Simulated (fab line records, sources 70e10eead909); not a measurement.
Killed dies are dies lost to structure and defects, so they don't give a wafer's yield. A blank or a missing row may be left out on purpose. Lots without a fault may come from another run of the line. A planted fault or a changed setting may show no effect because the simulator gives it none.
fab line records | flow nand_harc
record lots=14 wafers=42 last_day=34
route steps=1302 shown P_BONDPAD@378 A_BONDPAD@1226 HYBRID_BOND@1242 END@1302
lots that met no fault: from a run of the same line without faults
start_h: hours from the record's first day to the start of the lot's first wafer shown | wait_h: hours since the lot's step before | " the same as in the row above | L1.1+2: a row that stands for several wafers | - no value, or no start given | * or withheld: withheld | < > ~ a bound
route shown NAME@n: a module of which the file shows steps, and the number in the route of the first | usual: mean/standard deviation of fault-free wafers | same: alike in all rows | chamber/n: place in a boat | sites: the reading at each site | _std_site: their standard deviation | _edge_site: outer sites' mean less inner sites' | radius_mm: how far each site lies from the wafer's centre | mask NAME#n: copy n | behind: the tool/chamber that last shaped the wafer | hold: why the lot was held/for how many hours/how that ended | device: the transistor (n, p or np) that didn't switch | end of line: the same wafers' tests at the end of the route | a step without rows: its recipe alone | killed: dies lost to structure and defects at the first sort, not the wafer's yield | map: a wafer's dies, x killed, . not, _ none there
set.NAME: the setting as run; set.NAME@STEP: as run at that earlier step | model.NAME: the simulator's own value behind a step, which no gauge read
steps of the route over a sample of lots; a table a step, a row a wafer
services: from which hour (start_h, from the record's first day; less than 0 if before it) a tool's chamber was out of use, for how many hours, and why
## steps
# step NHARC_P_BONDPAD_ECD_18
# recipe target_thk_a=4000 bath_temp_c=25 material=Cu
# columns lot.wafer tool chamber start_h wait_h
L655.1+4+6 ecd_cu-01 1,0,0 143.71 -
L656.3+5+6 ecd_cu-02 0,1,0 146.52 -
L657.3+6+5 ecd_cu-01 0,0,1 156.30 -
L659.4+6+5 ecd_cu-02 0,0,1 172.86 -
L658.2+3+5 ecd_cu-02 0 173.28 -
L660.2+1+4 ecd_cu-02 0,1,1 188.26 -
L661.1+3+5 ecd_cu-02 0,1,0 199.54 -
L662.2+1+3 ecd_cu-02 0,1,1 207.61 -
L663.1+3+5 ecd_cu-02 0 218.71 -
L664.2+6+5 ecd_cu-01 0,1,0 236.78 -
L666.3+4+5 ecd_cu-01 0,1,0 248.11 -
L670.2+3+6 ecd_cu-01 1,1,0 281.47 -
L677.1+4+3 ecd_cu-02 0,0,1 354.17 -
L678.2+5+6 ecd_cu-01 0,1,0 373.19 -
# step NHARC_A_BONDPAD_PRE_CLEAN_26
# recipe time_s=30 temp_c=280 gas=H2/He
# usual heater_power_w=425/55 susceptor_temp_C=279.98/0.18
# columns lot.wafer tool chamber start_h wait_h heater_power_w susceptor_temp_C
L656.3 pvd_sputter-01 - - - 419 280.09
L656.6 " - " " 427 280.11
L656.5 " - " " 332 279.86
L655.4 pvd_sputter-02 - - - 442 279.90
L655.1 " - " " 392 279.94
L655.6 " - " " 495 279.99
L657.3 pvd_sputter-02 - - - 383 279.96
L657.6 " - " " 392 279.76
L657.5 " - " " 385 279.59
L658.2 pvd_sputter-03 - - - 536 -
L658.3 " - " " 469 -
L658.5 " - " " 385 -
L659.4 pvd_sputter-02 - - - 492 279.99
L659.6 " - " " 395 280.20
L659.5 " - " " 449 279.90
L661.3 pvd_sputter-02 - - - 392 279.87
L661.1 " - " " 394 279.63
L661.5 " - " " 397 279.73
L660.1 pvd_sputter-01 - - - 447 279.76
L660.4 " - " " 394 280.05
L660.2 " - " " 399 280.05
L662.2 pvd_sputter-03 - - - 473 280.02
L662.1 " - " " 389 280.13
L662.3 " - " " 541 279.59
L663.3 pvd_sputter-03 - - - 546 280.04
L663.1 " - " " 480 280.06
L663.5 " - " " 475 280.11
L664.2 pvd_sputter-03 - - - 396 280.32
L664.5 " - " " 413 280.13
L664.6 " - " " 525 279.84
L677.1 pvd_sputter-03 - - - 455 280.09
L677.4 " - " " 436 280.02
L677.3 " - " " 497 279.92
L678.2 pvd_sputter-03 - - - 501 280.28
L678.5 " - " " 459 280.09
L678.6 " - " " 426 279.89
# step NHARC_A_BONDPAD_CMP_19
# recipe t_overpolish_s=30 cu_recess_touch_s=16 target_thk_nm=169.82
# usual edge_zone_pressure_frac=1.000/0.0054 motor_current_A=12.3/1.5 overpolish_run_s=29.999/0.0088 pad_life_wafers=204/110
# same t_overpolish_s=30
# columns lot.wafer tool chamber start_h wait_h edge_zone_pressure_frac motor_current_A overpolish_run_s pad_life_wafers
L656.3 cmp-03 2 541.25 - 0.993 10.7 29.984 306
L656.6 " 2 " " 0.996 10.3 29.994 -
L656.5 " 3 " " 1.005 12.7 30.004 -
L655.4 cmp-04 2 549.72 - 1.009 13.4 30.004 132
L655.1 " 3 " " 1.001 13.7 29.992 133
L655.6 " 3 " " 1.008 13.5 29.995 -
L657.3 cmp-02 3 563.43 - 0.990 12.3 29.991 110
L657.5 " 1 " " 1.003 11.2 29.998 -
L657.6 " 2 " " 0.996 11.4 29.993 -
L658.2 cmp-02 3 571.97 - 0.993 12.1 29.985 144
L658.3 " 2 " " 0.997 11.2 30.014 147
L658.5 " 0 " " 1.002 15.7 30.004 -
L659.4 cmp-02 1 580.12 - 1.001 11.4 29.985 175
L659.5 " 0 " " 0.991 15.2 29.992 -
L659.6 " 1 " " 1.001 11.4 30.009 -
L661.1 cmp-02 0 592.97 - 1.003 15.5 30.010 242
L661.3 " 1 " " 0.997 11.4 29.998 243
L661.5 " 2 " " 1.004 11.7 30.013 -
L660.1 cmp-03 3 595.91 - 0.995 12.7 30.003 108
L660.2 " 1 " " 0.989 11.0 30.000 110
L660.4 " 2 " " 0.995 10.9 29.994 111
L662.1 cmp-04 0 605.40 - 0.992 12.6 30.018 384
L662.3 " 1 " " 1.000 13.5 30.011 385
L662.2 " 3 " " 1.000 13.9 30.007 387
L663.1 cmp-02 2 620.77 - 1.001 10.9 30.010 330
L663.3 " 1 " " 0.999 11.4 29.997 333
L663.5 " 3 " " 0.998 11.6 30.005 -
L664.2 cmp-03 1 639.91 - 0.990 10.7 30.011 313
L664.5 " 0 " " 0.998 10.1 29.997 -
L664.6 " 1 " " 0.993 10.8 30.007 -
L677.3 cmp-02 2 748.00 - 1.008 10.9 29.997 84
L677.4 " 3 " " 1.004 11.8 30.005 85
L677.1 " 0 " " 1.000 16.0 29.998 86
L678.2 cmp-04 0 780.61 - 1.007 12.6 30.011 267
L678.5 " 1 " " 1.004 13.7 30.001 -
L678.6 " 2 " " 1.002 12.1 30.007 -
# step NHARC_HYBRID_BOND_OVL_MEAS_05
# usual overlay_x_nm=4/36 overlay_y_nm=5/32
# columns lot.wafer tool chamber start_h wait_h overlay_x_nm overlay_y_nm
L656.3 overlay-02 - 551.25 0.4 -17 41
L656.5 " - " " 58 -12
L656.6 " - " " 48 14
L655.1 overlay-02 - 559.72 0.4 62 25
L655.4 " - " " -36 -43
L655.6 " - " " 9 2
L657.3 overlay-01 - 571.03 0.4 0 47
L657.5 " - " " 16 9
L657.6 " - " " -62 12
L658.2 overlay-01 - 582.40 0.4 -1 32
L658.3 " - " " 30 16
L658.5 " - " " 50 15
L659.4 overlay-02 - 590.30 0.4 14 20
L659.5 " - " " 23 -36
L659.6 " - " " -34 5
L661.1 overlay-02 - 606.13 0.4 72 -45
L661.3 " - " " 52 9
L661.5 " - " " -9 5
L660.1 overlay-01 - 606.13 0.4 -70 -9
L660.2 " - " " -21 50
L660.4 " - " " 39 20
L662.1 overlay-02 - 617.96 0.4 -9 43
L662.2 " - " " -20 11
L662.3 " - " " 25 -54
L663.1 overlay-01 - 635.42 0.4 -10 6
L663.3 " - " " -3 57
L663.5 " - " " -12 10
L664.2 overlay-01 - 647.57 0.4 43 -4
L664.5 " - " " -13 -49
L664.6 " - " " 17 0
L677.1 overlay-02 - 757.97 0.4 -50 1
L677.3 " - " " -9 -45
L677.4 " - " " -70 70
L678.2 overlay-02 - 791.01 0.4 -21 -14
L678.5 " - " " 18 3
L678.6 " - " " -5 -24
# step NHARC_END_SORT_01
# recipe temp_c=25
# usual defect_limited_yield=91.1/2.8 killed_at_array=55/19 killed_at_other=0.9/1.4 killed_at_periphery=3.8/2.9 killed_dies=60/19 killed_open=3.3/1.8 killed_short=2.6/1.6
# same gross_dies=677
# columns lot.wafer tool chamber start_h wait_h defect_limited_yield[%] killed_at_array killed_at_other killed_at_periphery killed_dies killed_open killed_short
L666.3 prober-02 0 688.99 3.1 0 70 3 604 677 7 1
L666.4 prober-02 0 689.78 3.4 0 67 1 609 677 4 1
L666.5 prober-02 0 690.57 3.6 0 77 1 599 677 3 1
L670.2 prober-01 0 704.14 2.8 0.3 48 0 627 675 5 4
L670.3 prober-01 0 704.93 3.1 0.1 48 1 627 676 5 4
L670.6 prober-01 0 707.30 3.9 0.4 58 1 615 674 3 3
# killed by level:class
L666.3 P_BONDPAD:area_ecd=599 A_CHANNEL_HOLE_D1:chamber_film_flake=37 A_SLIT:chamber_film_flake=21 THIN_TSV:chamber_film_flake=3 A_DECK1_JOINT:geometric_particle:open=2 A_CONTACT:chamber_film_flake=2 P_GATE:geometric_particle:open=1 P_CONTACT:geometric_particle:open=1
L666.4 P_BONDPAD:area_ecd=604 A_SLIT:chamber_film_flake=28 A_CHANNEL_HOLE_D1:chamber_film_flake=22 A_CONTACT:chamber_film_flake=6 A_STAIRCASE:chamber_film_flake=3 P_GATE:chamber_film_flake=2 A_DECK1_JOINT:chamber_film_flake=2 A_WL_FILL:chamber_film_flake=2
L666.5 P_BONDPAD:area_ecd=595 A_SLIT:chamber_film_flake=35 A_CHANNEL_HOLE_D1:chamber_film_flake=26 A_CONTACT:chamber_film_flake=3 A_CHANNEL_FILL_D1:chamber_film_flake=2 A_DECK1_JOINT:chamber_film_flake=2 A_STAIRCASE:chamber_film_flake=2 A_WL_FILL:chamber_film_flake=2
L670.2 P_BONDPAD:area_ecd=617 A_SLIT:chamber_film_flake=20 A_CONTACT:chamber_film_flake=13 P_GATE:chamber_film_flake=6 A_CHANNEL_HOLE_D1:chamber_film_flake=4 A_DECK1_JOINT:geometric_particle:open=2 A_ONON_D2:geometric_particle:short=2 P_M0:chamber_film_flake=2
L670.3 P_BONDPAD:area_ecd=621 A_SLIT:chamber_film_flake=26 A_CHANNEL_HOLE_D1:chamber_film_flake=9 A_CONTACT:chamber_film_flake=5 P_M0:chamber_film_flake=2 P_GATE:geometric_particle:open=1 P_CONTACT:geometric_particle:open=1 P_M1:geometric_particle:short=1
L670.6 P_BONDPAD:area_ecd=608 A_SLIT:chamber_film_flake=35 A_CONTACT:chamber_film_flake=7 A_CHANNEL_HOLE_D1:chamber_film_flake=5 P_GATE:chamber_film_flake=3 A_CHANNEL_FILL_D2:chamber_film_flake=2 P_M1:geometric_particle:short=1 A_CHANNEL_FILL_D1:geometric_particle:open=1
## services
# columns tool chamber start_h hours kind
cmp-02 - 134.59 4.0 pm
pvd_sputter-03 - 141.66 11.8 repair
ecd_cu-01 - 160.00 8.0 pm
pvd_sputter-03 - 170.00 10.0 pm
ecd_cu-01 - 202.59 3.2 repair
ecd_cu-01 - 228.74 0.9 repair
cmp-02 - 232.59 4.0 pm
ecd_cu-02 - 244.14 8.0 pm
pvd_sputter-03 - 250.41 9.1 repair
cmp-02 - 258.34 2.0 repair
ecd_cu-02 - 269.56 0.3 repair
ecd_cu-01 - 296.94 1.8 repair
cmp-02 - 330.59 4.0 pm
ecd_cu-01 - 336.00 8.0 pm
pvd_sputter-03 - 348.00 10.0 pm
cmp-02 - 397.16 0.5 repair
ecd_cu-01 - 417.81 1.8 repair
ecd_cu-02 - 420.16 8.0 pm
cmp-02 - 428.59 4.0 pm
ecd_cu-02 - 524.88 1.6 repair
ecd_cu-02 - 596.16 8.0 pm
ecd_cu-02 - 663.92 0.5 repair
ecd_cu-02 - 720.34 0.3 repair
ecd_cu-02 - 772.16 8.0 pm
## key
first_sign step=NHARC_END_SORT_01 reading=killed_at_periphery direction=up sigmas=99+ usual=3.8 struck=613.5
effect step=NHARC_END_SORT_01 reading=defect_limited_yield direction=down sigmas=33 usual=91.1 struck=0.1
more_kills_born_at NHARC_P_BONDPAD_ECD_18@ecd_cu-01=3644
met_at NHARC_P_BONDPAD_ECD_18
struck_lots L666,L670
later_rows_left_out L666.3,L666.4,L666.5,L670.2,L670.3,L670.6
not_acting_at NHARC_A_BONDPAD_PRE_CLEAN_26,NHARC_A_BONDPAD_CMP_19,NHARC_HYBRID_BOND_OVL_MEAS_05
onset_between 236.78 248.11
fault kind=process_parameter_drift tool=ecd_cu-01 chamber=- onset_h=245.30 steps=NHARC_P_BONDPAD_ECD_18 channel=target_thk_a offset=* shape=step end_h=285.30 acts_in=* stated=*
# later_rows_left_out: the simulator's readings of these wafers behind a module that went badly wrong aren't trusted and aren't shown, but for the sort
